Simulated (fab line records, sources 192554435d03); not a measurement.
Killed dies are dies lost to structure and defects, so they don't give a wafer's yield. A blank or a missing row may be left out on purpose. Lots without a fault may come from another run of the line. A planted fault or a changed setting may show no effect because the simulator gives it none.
A struck lot beside a sound one | flow n5_finfet | 14 steps out of a route of 1938
Sound: wafers L130.2, L130.3, L130.6. Struck: wafers L135.1, L135.4, L135.6. The cause comes at the end.
At each step with rows: each side's tool, then ch and its chambers, then its first start. Under that, the readings that differ: sound wafers | struck wafers | difference of the means | sigmas: that difference in standard deviations of wafers without a fault.
alike: readings whose means differ by less than 2 such deviations, and words and numbers that are the same on both sides. not compared: withheld readings, readings that some wafer has no value for, bounds like >300 that may hide the same value, and numbers for which the record gives no deviation and whose values overlap.
The two part at a step that has a row with sigmas, a row that says differs or no value, or rows on one side only. Numbers that don't overlap but have no deviation are shown without sigmas and don't part them. A reading that every wafer of one side lacks parts them only if that side has two wafers or more.

N5_BEOL_M0_SAQP_CUT_ETCH_46: etches SOC in N2/H2, target depth 135 nm, overetch 27 nm, time 202.5 s.
  sound on rie_diel-01 ch 0,2, day 5 18:31; struck on rie_diel-06 ch 0,3, day 6 19:51
  alike: drypump_motor_current_A, h2_flow_sccm, rf_vpp_V, showerhead_plenum_p_Torr, throttle_valve_pct
  not compared: rf_hours_counter_h
then, 2 steps without rows for these wafers: N5_BEOL_M0_SAQP_STRIP_74 (strips in N2/H2); N5_BEOL_M0_SAQP_STRIP_89 (strips in N2/H2).
N5_BEOL_M0_SAQP_ALD_48: deposits SiO2, target thk 20 nm, pulse time 1 s, co reactant pulse time 1 s.
  sound on ald_sin-03 ch 2,3, day 5 18:43; struck on ald_sin-04 ch 0,1,3, day 6 20:03
  alike: heater_power_w, precursor_pulse_height_rel, susceptor_temp_C
N5_BEOL_M0_SAQP_ETCH_49: etches SiO2 in CF4/O2, target depth 37 nm.
  sound on rie_diel-03 ch 0,1, day 5 19:14; struck on rie_diel-03 ch 0,2,3, day 6 20:56
  alike: drypump_motor_current_A, oes_o_777_au, oes_product_au, rf_vpp_V, showerhead_plenum_p_Torr, throttle_valve_pct
  not compared: rf_hours_counter_h
N5_BEOL_M0_SAQP_STRIP_75: strips in CF4.
  sound on rie_diel-03 ch 0,1, day 5 19:20; struck on rie_diel-03 ch 0,2,3, day 6 21:02
  alike: drypump_motor_current_A, oes_product_au, rf_vpp_V, showerhead_plenum_p_Torr, throttle_valve_pct
  not compared: rf_hours_counter_h
then, 6 steps without rows for these wafers: N5_BEOL_M0_CUTY_COAT_50 (time 60 s, resist thk 15 nm); N5_BEOL_M0_CUTY_COAT_51 (resist thk 150 nm); N5_BEOL_M0_CUTY_EBR_52; N5_BEOL_M0_CUTY_SOFTBAKE_53 (time 60 s); N5_BEOL_M0_CUTY_EXPOSE_54 (exposes mask M0 ABLK); N5_BEOL_M0_CUTY_PEB_55 (peb time 60 s).
N5_BEOL_M0_CUTY_DEVELOP_56: develop time 30 s.
  sound on litho_track-02 ch 0, day 5 19:33; struck on litho_track-03, day 6 21:15
  no value came back on the struck wafers for chill_plate_temp_C (C), develop_time_s (s), exhaust_pa (Pa); on the sound wafers chill_plate_temp_C (C) reads 22.98 23.14 23.10
  reading                                                 | sound             | struck            | difference | sigmas
  model.CAR-ArF-block_of_BEOL_M0_CUTY_COAT_51.thk_nm (nm) | 148.8 148.2 148.8 | 150.4 150.4 150.4 | +1.8       |
N5_BEOL_M0_CUTY_CD_MEAS_57: target cd 200 nm.
  sound on cd_sem-03 ch 0, day 5 19:36; struck on cd_sem-01 ch 0, day 6 21:19
  reading    | sound             | struck | difference                    | sigmas
  cd_nm (nm) | 198.7 200.1 199.4 | - - -  | no value on the struck wafers |

WHERE THEY PART
First at N5_BEOL_M0_CUTY_DEVELOP_56; last, within this record, at N5_BEOL_M0_CUTY_CD_MEAS_57.

WHY: what the simulator had put in
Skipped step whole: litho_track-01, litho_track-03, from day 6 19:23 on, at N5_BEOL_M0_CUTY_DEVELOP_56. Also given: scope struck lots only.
